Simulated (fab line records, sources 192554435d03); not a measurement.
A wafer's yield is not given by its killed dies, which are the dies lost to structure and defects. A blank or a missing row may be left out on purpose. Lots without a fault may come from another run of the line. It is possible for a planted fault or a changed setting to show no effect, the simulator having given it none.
fab line records + flow n5-finfet
record:
- lots: 10
- wafers: 30
- last-day: 17
route steps=1938 shown BEOL_M1@752 BEOL_M4@1111
lots untouched by any fault: they come from a run of this same line in which no faults occurred
start-h: hours from the record's first day to the start of the lot's first wafer shown + wait-h: hours from the lot's prior step to this one + " as in the row above + L1.1+2: several wafers, shown together as one row + - no value present, or no start provided + * or withheld: withheld + < > ~ a bound
route shown NAME@n: a module of which the file shows steps, and the number in the route of the first + usual: mean/standard deviation taken from wafers without a fault + same: alike in all rows + chamber/n: place in a boat + sites: readings site by site + _std_site: how widely they spread, as a standard deviation + _edge_site: mean of outer sites minus mean of inner sites + radius-mm: how far each site lies from the wafer's centre + mask NAME#n: copy n + behind: tool/chamber where the wafer was last shaped + hold: what put the lot on hold/how long, in hours/how the hold closed + device: names the non-switching transistor (n, p or np) + end of line: tests of these same wafers at the route's end + step lacking rows: just its recipe + killed: count of dies lost to structure and defects at first sort (not the wafer's yield) + map: the dies of a wafer, with x for killed, . for not killed, _ for no die there
set.NAME: the run value of the setting; set.NAME@STEP: its run value at that earlier step + model.NAME: the simulator's own value behind a step, which no gauge read
a sample of lots followed through the steps of the route, with each step as a table and each wafer as a row
services: the hour from which a tool's chamber was out of use, counted from the record's first day as start-h (under 0 if before that day), plus the number of hours and why
== steps ==
step: N5_BEOL_M1_THK_MEAS_01
recipe:
- reads: SiOC_of_BEOL_M1_ILD_DEP_00
usual:
- M1_ILD_THK: 78.6/1
| lot.wafer | tool          | chamber | start-h | wait-h | M1_ILD_THK[nm] |
|-----------|---------------|---------|---------|--------|----------------|
| L893.3    | film-metro-01 | -       | 134.75  | 0.1    | 78.2           |
| L893.5    | "             | -       | "       | "      | 78.5           |
| L893.6    | "             | -       | "       | "      | 79.9           |
| L894.2    | film-metro-01 | -       | 139.81  | 0.1    | 77.3           |
| L894.4    | "             | -       | "       | "      | 79.0           |
| L894.5    | "             | -       | "       | "      | 78.8           |
| L895.1    | film-metro-01 | -       | 142.84  | 0.0    | 77.7           |
| L895.3    | "             | -       | "       | "      | 77.6           |
| L895.4    | "             | -       | "       | "      | 80.1           |
| L896.1    | film-metro-01 | -       | 154.98  | 0.0    | 78.3           |
| L896.3    | "             | -       | "       | "      | 77.6           |
| L896.4    | "             | -       | "       | "      | 78.0           |
| L897.2    | film-metro-02 | -       | 155.50  | 0.1    | 78.2           |
| L897.3    | "             | -       | "       | "      | 79.7           |
| L897.6    | "             | -       | "       | "      | 79.9           |
| L898.3    | film-metro-02 | -       | 164.38  | 0.1    | 76.6           |
| L898.5    | "             | -       | "       | "      | 78.5           |
| L898.6    | "             | -       | "       | "      | 77.7           |
| L901.3    | film-metro-02 | -       | 185.47  | 0.1    | 78.1           |
| L901.4    | "             | -       | "       | "      | 79.8           |
| L901.5    | "             | -       | "       | "      | 78.4           |
| L905.2    | film-metro-02 | -       | 203.79  | 0.1    | 77.5           |
| L905.4    | "             | -       | "       | "      | 78.1           |
| L905.5    | "             | -       | "       | "      | 79.0           |
| L908.3    | film-metro-02 | -       | 222.31  | 0.1    | 79.0           |
| L908.5    | "             | -       | "       | "      | 79.1           |
| L908.6    | "             | -       | "       | "      | 79.8           |
| L909.2    | film-metro-02 | -       | 227.77  | 0.1    | 78.4           |
| L909.3    | "             | -       | "       | "      | 78.0           |
| L909.6    | "             | -       | "       | "      | 79.2           |
step: N5_BEOL_M1_OVL_MEAS_12
recipe:
- points-per-wafer: 522
usual:
- M1_OVL: 0.5/0.62
| lot.wafer | tool       | chamber | start-h | wait-h | M1_OVL[nm] |
|-----------|------------|---------|---------|--------|------------|
| L893.3    | overlay-02 | 0       | 137.08  | 0.0    | 0.7        |
| L893.5    | "          | 0       | "       | "      | -0.1       |
| L893.6    | "          | 0       | "       | "      | -0.6       |
| L894.2    | overlay-01 | 0       | 141.88  | 0.0    | -0.1       |
| L894.4    | "          | 0       | "       | "      | 1.0        |
| L894.5    | "          | 0       | "       | "      | 0.7        |
| L895.1    | overlay-01 | 0       | 145.72  | 0.0    | 0.8        |
| L895.3    | "          | 0       | "       | "      | 0.7        |
| L895.4    | "          | 0       | "       | "      | -0.1       |
| L896.1    | overlay-02 | 0       | 156.08  | 0.0    | 1.9        |
| L896.3    | "          | 0       | "       | "      | 1.7        |
| L896.4    | "          | 0       | "       | "      | 0.7        |
| L897.2    | overlay-02 | 0       | 156.35  | 0.0    | -0.2       |
| L897.3    | "          | 0       | "       | "      | -0.2       |
| L897.6    | "          | 0       | "       | "      | -0.8       |
| L898.3    | overlay-01 | 0       | 164.93  | 0.0    | -0.4       |
| L898.5    | "          | 0       | "       | "      | 0.9        |
| L898.6    | "          | 0       | "       | "      | 0.5        |
| L901.3    | overlay-02 | 0       | 187.39  | 0.0    | 0.9        |
| L901.4    | "          | 0       | "       | "      | 1.7        |
| L901.5    | "          | 0       | "       | "      | 0.0        |
| L905.2    | overlay-01 | 0       | 205.02  | 0.0    | 0.7        |
| L905.4    | "          | 0       | "       | "      | 0.1        |
| L905.5    | "          | 0       | "       | "      | 1.1        |
| L908.3    | overlay-02 | 0       | 223.60  | 0.0    | 1.5        |
| L908.5    | "          | 0       | "       | "      | 1.2        |
| L908.6    | "          | 0       | "       | "      | 0.8        |
| L909.2    | overlay-01 | 0       | 228.95  | 0.0    | 0.6        |
| L909.3    | "          | 0       | "       | "      | 0.8        |
| L909.6    | "          | 0       | "       | "      | 0.2        |
step: N5_BEOL_M1_STRIP_19
recipe:
- chemistry: O2
- power-w: 400
- temp-c: 40
- pressure-mtorr: 30
- rf-frequency-hz: 6e+07
- bias-power-w: 0
- overash-fraction: 0.2
- o2-flow-sccm: 225
usual:
- drypump-motor-current-A: 5.8/0.34
- oes-product-au: 0.78/0.08
- rf-vpp-V: 3.7/0.49
- showerhead-plenum-p-Torr: 2.08/0.075
- throttle-valve-pct: 16.63/0.24
| lot.wafer | tool        | chamber | start-h | wait-h | drypump-motor-current-A | oes-product-au | rf-hours-counter-h | rf-vpp-V | showerhead-plenum-p-Torr | throttle-valve-pct |
|-----------|-------------|---------|---------|--------|-------------------------|----------------|--------------------|----------|--------------------------|--------------------|
| L893.3    | rie-diel-02 | 0       | 137.60  | 0.1    | 5.7                     | 0.66           | 240                | 3.0      | 2.15                     | 16.84              |
| L893.5    | "           | 1       | "       | "      | 6.3                     | 0.67           | -                  | 3.9      | 2.04                     | 16.59              |
| L893.6    | "           | 2       | "       | "      | 5.8                     | 0.78           | -                  | 3.1      | 2.11                     | 16.86              |
| L894.2    | rie-diel-03 | 3       | 142.84  | 0.1    | 5.5                     | 0.71           | 174                | 4.0      | 2.18                     | 16.69              |
| L894.4    | "           | 0       | "       | "      | 5.9                     | 0.88           | 43                 | 4.1      | 2.03                     | 16.33              |
| L894.5    | "           | 0       | "       | "      | 5.9                     | 0.86           | -                  | 3.8      | 2.03                     | 16.33              |
| L895.1    | rie-diel-03 | 2       | 146.26  | 0.2    | 6.1                     | 0.77           | 158                | 3.2      | 2.00                     | 16.68              |
| L895.3    | "           | 0       | "       | "      | 5.9                     | 0.88           | 44                 | 3.5      | 2.03                     | 16.33              |
| L895.4    | "           | 1       | "       | "      | 5.7                     | 0.79           | 132                | 3.1      | 2.09                     | 16.42              |
| L896.1    | rie-diel-02 | 1       | 156.62  | 0.2    | 6.3                     | 0.68           | 240                | 3.7      | 2.04                     | 16.61              |
| L896.3    | "           | 3       | "       | "      | 4.9                     | 0.74           | 195                | 3.1      | 2.01                     | 17.10              |
| L896.4    | "           | 0       | "       | "      | 5.7                     | 0.67           | 246                | 3.9      | 2.15                     | 16.84              |
| L897.2    | rie-diel-03 | 3       | 156.80  | 0.1    | 5.5                     | 0.71           | 178                | 3.1      | 2.18                     | 16.70              |
| L897.3    | "           | 1       | "       | "      | 5.7                     | 0.79           | 135                | 3.9      | 2.09                     | 16.43              |
| L897.6    | "           | 0       | "       | "      | 5.9                     | 0.87           | -                  | 3.2      | 2.03                     | 16.35              |
| L898.3    | rie-diel-03 | 2       | 165.46  | 0.1    | 6.0                     | 0.77           | 161                | 3.8      | 2.00                     | 16.71              |
| L898.5    | "           | 3       | "       | "      | 5.5                     | 0.71           | -                  | 3.5      | 2.18                     | 16.72              |
| L898.6    | "           | 0       | "       | "      | 5.9                     | 0.87           | -                  | 3.7      | 2.03                     | 16.34              |
| L901.3    | rie-diel-03 | 3       | 187.83  | 0.1    | 5.5                     | 0.71           | 187                | 4.1      | 2.17                     | 16.72              |
| L901.4    | "           | 2       | "       | "      | 6.1                     | 0.76           | 167                | 3.8      | 2.00                     | 16.72              |
| L901.5    | "           | 1       | "       | "      | 5.7                     | 0.78           | -                  | 4.4      | 2.09                     | 16.46              |
| L905.2    | rie-diel-02 | 3       | 205.46  | 0.1    | 4.8                     | 0.72           | 211                | 4.3      | 2.00                     | 17.13              |
| L905.4    | "           | 0       | "       | "      | 5.7                     | 0.95           | -                  | 4.3      | 2.15                     | 16.38              |
| L905.5    | "           | 2       | "       | "      | 5.9                     | 0.76           | -                  | 3.0      | 2.10                     | 16.90              |
| L908.3    | rie-diel-02 | 0       | 224.05  | 0.1    | 5.7                     | 0.94           | 11                 | 3.5      | 2.14                     | 16.39              |
| L908.5    | "           | 1       | "       | "      | 6.3                     | 0.99           | -                  | 3.5      | 2.04                     | 16.17              |
| L908.6    | "           | 2       | "       | "      | 5.8                     | 0.76           | -                  | 3.0      | 2.10                     | 16.90              |
| L909.2    | rie-diel-04 | 0       | 229.40  | 0.1    | 5.5                     | 0.69           | 230                | 3.5      | 1.97                     | 16.86              |
| L909.3    | "           | 2       | "       | "      | 5.8                     | 0.72           | 177                | 3.0      | 2.06                     | 16.57              |
| L909.6    | "           | 0       | "       | "      | 5.5                     | 0.69           | -                  | 2.5      | 1.97                     | 16.84              |
step: N5_BEOL_M1_COAT_76
recipe:
- resist: underlayer
- temp-c: 205
- time-s: 60
- spin-rpm: 1500
- resist-thk-nm: 5
usual:
- heater-power-total-W: 391.7/1.2
- run-length-s: 66.07/0.21
| lot.wafer | tool           | chamber | start-h | wait-h | heater-power-total-W | run-length-s |
|-----------|----------------|---------|---------|--------|----------------------|--------------|
| L893.3    | litho-track-02 | 0       | 137.71  | -      | 389.5                | 66.37        |
| L893.5    | "              | 0       | "       | "      | 390.8                | 66.04        |
| L893.6    | "              | 0       | "       | "      | 391.2                | 66.20        |
| L894.2    | litho-track-04 | 0       | 142.96  | -      | 392.4                | 66.13        |
| L894.4    | "              | 0       | "       | "      | 393.0                | 66.15        |
| L894.5    | "              | 0       | "       | "      | 393.0                | 66.23        |
| L895.1    | litho-track-03 | 0       | 146.37  | -      | 393.0                | 66.11        |
| L895.3    | "              | 0       | "       | "      | 390.7                | 65.68        |
| L895.4    | "              | 0       | "       | "      | 393.0                | 65.94        |
| L896.1    | litho-track-02 | 0       | 156.73  | -      | 393.4                | 66.25        |
| L896.3    | "              | 0       | "       | "      | 390.1                | 66.15        |
| L896.4    | "              | 0       | "       | "      | 392.5                | 66.16        |
| L897.2    | litho-track-02 | 0       | 156.91  | -      | 392.6                | 66.25        |
| L897.3    | "              | 0       | "       | "      | 390.3                | 66.11        |
| L897.6    | "              | 0       | "       | "      | 390.3                | 66.11        |
| L898.3    | litho-track-02 | 0       | 165.57  | -      | 393.7                | 66.17        |
| L898.5    | "              | 0       | "       | "      | 391.2                | 66.24        |
| L898.6    | "              | 0       | "       | "      | 391.7                | 66.03        |
| L901.3    | litho-track-02 | 0       | 187.94  | -      | 392.1                | 66.20        |
| L901.4    | "              | 0       | "       | "      | 392.2                | 66.18        |
| L901.5    | "              | 0       | "       | "      | 390.8                | 66.05        |
| L905.2    | litho-track-02 | 0       | 205.57  | -      | 392.8                | 66.32        |
| L905.4    | "              | 0       | "       | "      | 392.4                | 66.16        |
| L905.5    | "              | 0       | "       | "      | 393.0                | 66.09        |
| L908.3    | litho-track-02 | 0       | 224.16  | -      | 557.6                | 40.34        |
| L908.5    | "              | 0       | "       | "      | 552.9                | 40.45        |
| L908.6    | "              | 0       | "       | "      | 556.1                | 40.16        |
| L909.2    | litho-track-02 | 0       | 229.51  | -      | 552.8                | 40.27        |
| L909.3    | "              | 0       | "       | "      | 551.1                | 40.15        |
| L909.6    | "              | 0       | "       | "      | 554.8                | 40.35        |
step: N5_BEOL_M4_RC_MEAS_101
usual:
- DIBL_N: 36.0/1.8
- DIBL_P: 36.3/2.4
- IOFF_N: 0.16/0.035
- IOFF_P: 0.21/0.036
- ION_N: 673/13
- ION_P: 461/7.2
- SS_N: 71.4/0.6
- SS_P: 73.2/0.7
- VT_N: 250/4
- VT_P: -250.9/2.9
| lot.wafer | tool      | chamber | start-h | wait-h | DIBL_N[mV/V] | DIBL_P[mV/V] | IOFF_N[nA/um] | IOFF_P[nA/um] | ION_N[uA/um] | ION_P[uA/um] | SS_N[mV/dec] | SS_P[mV/dec] | VT_N[mV] | VT_P[mV] |
|-----------|-----------|---------|---------|--------|--------------|--------------|---------------|---------------|--------------|--------------|--------------|--------------|----------|----------|
| L893.3    | prober-01 | 0       | 191.50  | 0.3    | 36.3         | 37.4         | 0.17          | 0.21          | 683          | 462          | 71.5         | 73.8         | 248      | -249.2   |
| L893.5    | "         | 0       | "       | "      | 35.8         | 37.5         | 0.16          | 0.22          | 672          | 468          | 70.7         | 72.9         | 250      | -247.8   |
| L893.6    | "         | 0       | "       | "      | 38.5         | 40.0         | 0.23          | 0.26          | 702          | 475          | 71.8         | 73.9         | 245      | -246.1   |
| L894.2    | prober-02 | 0       | 195.12  | 0.2    | 34.3         | 33.5         | 0.16          | 0.21          | 678          | 463          | 70.8         | 73.2         | 246      | -247.1   |
| L894.4    | "         | 0       | "       | "      | 34.0         | 32.9         | 0.14          | 0.19          | 670          | 459          | 71.3         | 72.7         | 250      | -249.6   |
| L894.5    | "         | 0       | "       | "      | 32.7         | 30.7         | 0.12          | 0.16          | 653          | 461          | 71.3         | 72.2         | 252      | -251.3   |
| L895.1    | prober-02 | 0       | 202.87  | 0.0    | 33.9         | 34.9         | 0.13          | 0.17          | 674          | 461          | 70.4         | 73.2         | 254      | -250.4   |
| L895.3    | "         | 0       | "       | "      | 37.5         | 37.1         | 0.19          | 0.20          | 668          | 455          | 72.0         | 73.4         | 248      | -251.0   |
| L895.4    | "         | 0       | "       | "      | 35.4         | 36.2         | 0.15          | 0.19          | 678          | 470          | 71.5         | 73.2         | 249      | -250.7   |
| L897.2    | prober-01 | 0       | 215.20  | 0.2    | 35.3         | 37.0         | 0.15          | 0.20          | 675          | 464          | 71.0         | 73.5         | 249      | -252.4   |
| L897.3    | "         | 0       | "       | "      | 35.7         | 36.7         | 0.15          | 0.20          | 666          | 459          | 71.3         | 73.3         | 253      | -251.4   |
| L897.6    | "         | 0       | "       | "      | 32.9         | 34.1         | 0.11          | 0.16          | 668          | 465          | 71.0         | 72.7         | 255      | -253.0   |
| L896.1    | prober-02 | 0       | 218.00  | 0.0    | 32.7         | 32.6         | 0.10          | 0.14          | 643          | 446          | 70.0         | 71.9         | 259      | -257.7   |
| L896.3    | "         | 0       | "       | "      | 34.2         | 34.1         | 0.12          | 0.16          | 663          | 453          | 71.5         | 72.7         | 255      | -254.1   |
| L896.4    | "         | 0       | "       | "      | 35.7         | 37.3         | 0.15          | 0.20          | 692          | 471          | 71.5         | 73.3         | 248      | -249.6   |
| L898.3    | prober-02 | 0       | 223.76  | 0.3    | 36.7         | 37.7         | 0.18          | 0.24          | 675          | 466          | 71.9         | 74.2         | 250      | -244.6   |
| L898.5    | "         | 0       | "       | "      | 36.1         | 36.2         | 0.16          | 0.20          | 673          | 461          | 71.7         | 74.1         | 252      | -250.6   |
| L898.6    | "         | 0       | "       | "      | 37.2         | 37.3         | 0.17          | 0.22          | 670          | 464          | 72.3         | 74.1         | 252      | -246.3   |
| L901.3    | prober-02 | 0       | 244.31  | 0.3    | 36.3         | 37.7         | 0.18          | 0.22          | 682          | 457          | 71.2         | 74.1         | 248      | -251.5   |
| L901.4    | "         | 0       | "       | "      | 34.5         | 34.6         | 0.15          | 0.18          | 671          | 456          | 70.8         | 72.5         | 248      | -252.5   |
| L901.5    | "         | 0       | "       | "      | 36.6         | 37.1         | 0.19          | 0.21          | 683          | 464          | 71.7         | 73.6         | 244      | -253.3   |
| L905.2    | prober-02 | 0       | 250.14  | 0.2    | 35.4         | 34.5         | 0.16          | 0.22          | 674          | 466          | 71.8         | 73.3         | 249      | -246.7   |
| L905.4    | "         | 0       | "       | "      | 36.7         | 35.9         | 0.19          | 0.23          | 676          | 461          | 71.8         | 73.2         | 248      | -249.6   |
| L905.5    | "         | 0       | "       | "      | 34.1         | 33.8         | 0.14          | 0.20          | 674          | 462          | 71.0         | 72.8         | 249      | -249.5   |
| L908.3    | prober-02 | 0       | 280.20  | 0.3    | 35.5         | 37.7         | 0.18          | 0.22          | 683          | 467          | 70.6         | 73.8         | 247      | -248.6   |
| L908.5    | "         | 0       | "       | "      | 34.0         | 35.7         | 0.14          | 0.19          | 682          | 469          | 71.1         | 72.9         | 251      | -251.5   |
| L908.6    | "         | 0       | "       | "      | 36.1         | 37.6         | 0.17          | 0.23          | 680          | 457          | 71.8         | 73.7         | 247      | -248.3   |
| L909.2    | prober-01 | 0       | 286.77  | 0.2    | 37.1         | 38.5         | 0.16          | 0.23          | 678          | 465          | 71.7         | 73.3         | 251      | -248.7   |
| L909.3    | "         | 0       | "       | "      | 35.1         | 35.2         | 0.12          | 0.20          | 664          | 463          | 71.3         | 72.1         | 257      | -251.2   |
| L909.6    | "         | 0       | "       | "      | 37.7         | 38.7         | 0.17          | 0.24          | 680          | 470          | 71.9         | 73.4         | 250      | -249.4   |
== services ==
| tool           | chamber | start-h | hours | kind                          |
|----------------|---------|---------|-------|-------------------------------|
| rie-diel-04    | 3       | 116.29  | 12.9  | repair                        |
| rie-diel-02    | 0       | 174.77  | -     | clean                         |
| rie-diel-02    | 0       | 174.77  | -     | consumable-replace:focus-ring |
| rie-diel-02    | 0       | 174.77  | 19.6  | scheduled-down                |
| rie-diel-02    | 0       | 174.77  | 19.6  | vent-cycle                    |
| litho-track-03 | -       | 176.23  | -     | consumable-replace:filter     |
| rie-diel-04    | 0       | 176.83  | 7.2   | repair                        |
| litho-track-02 | -       | 188.10  | -     | consumable-replace:filter     |
| rie-diel-02    | 1       | 194.32  | -     | clean                         |
| rie-diel-02    | 1       | 194.32  | -     | consumable-replace:focus-ring |
| rie-diel-02    | 1       | 194.32  | 25.5  | scheduled-down                |
| rie-diel-02    | 1       | 194.32  | 25.5  | vent-cycle                    |
| rie-diel-04    | 0       | 204.06  | 8.8   | repair                        |
| rie-diel-04    | 1       | 225.88  | -     | clean                         |
| rie-diel-04    | 1       | 225.88  | -     | consumable-replace:focus-ring |
| rie-diel-04    | 1       | 225.88  | 31.8  | scheduled-down                |
| rie-diel-04    | 1       | 225.88  | 31.8  | vent-cycle                    |
== key ==
first-sign:
- step: N5_BEOL_M1_COAT_76
- reading: heater-power-total-W
- direction: up
- sigmas: 99+
- usual: *
- struck: *
effect:
- step: N5_BEOL_M1_COAT_76
- reading: run-length-s
- direction: down
- sigmas: 99+
- usual: *
- struck: *
met-at N5_BEOL_M1_COAT_76
struck-lots L908,L909
not-acting-at N5_BEOL_M1_THK_MEAS_01,N5_BEOL_M1_OVL_MEAS_12,N5_BEOL_M1_STRIP_19
onset-between 205.57 224.16
fault:
- kind: process-parameter-drift
- tool: litho-track-02
- chamber: -
- onset-h: 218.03
- steps: N5_BEOL_M1_COAT_76
- channel: time-s
- offset: *
- shape: step
- end-h: 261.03
- acts-in: *
- stated: *
